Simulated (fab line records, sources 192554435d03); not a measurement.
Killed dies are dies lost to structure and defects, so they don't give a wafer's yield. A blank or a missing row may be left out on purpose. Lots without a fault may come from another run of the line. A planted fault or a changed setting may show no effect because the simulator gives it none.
Chamber matching | flow n5_finfet | N5_BEOL_M3_PRE_CLEAN_60 on cvd_co-02: 3 sister chambers
The step time 15 s. 3 wafers are shown with their chamber, then 12 later ones without.

WAFERS WITH THEIR CHAMBER
wafer  | chamber | heater_power_w (W)
L087.6 | 0       | 98
L088.2 | 2       | 44
L088.5 | 1       | 59

WAFERS WITHOUT THEIR CHAMBER
wafer  | heater_power_w (W)
L089.3 | 59
L089.5 | 59
L089.6 | 44
L093.1 | 60
L093.2 | 101
L093.6 | 44
L094.3 | 44
L094.4 | 44
L094.6 | 100
L097.3 | 103
L097.4 | 44
L097.6 | 61

WHICH CHAMBER EACH WENT THROUGH
wafer  | from the rows above | in truth
L089.3 | 1                   | 1
L089.5 | 1                   | 1
L089.6 | 2                   | 2
L093.1 | 1                   | 1
L093.2 | 0                   | 0
L093.6 | 2                   | 2
L094.3 | 2                   | 2
L094.4 | 2                   | 2
L094.6 | 0                   | 0
L097.3 | 0                   | 0
L097.4 | 2                   | 2
L097.6 | 1                   | 1
Placed correctly: 12 of 12. Can't be placed from these rows: 0. Placed wrongly: 0.
How it was worked out, from the rows above alone: a wafer's distance from a chamber is the root of the sum, over the readings, of the square of ((its reading less the chamber's mean) divided by the reading's scatter). The wafer belongs to the nearest chamber; if the next one is less than 2 further off, it can't be placed. A chamber's mean is the mean of its shown wafers. The scatter: with one shown wafer a chamber, the root of the mean of the squares of how far each hidden wafer lies from its nearest shown one.
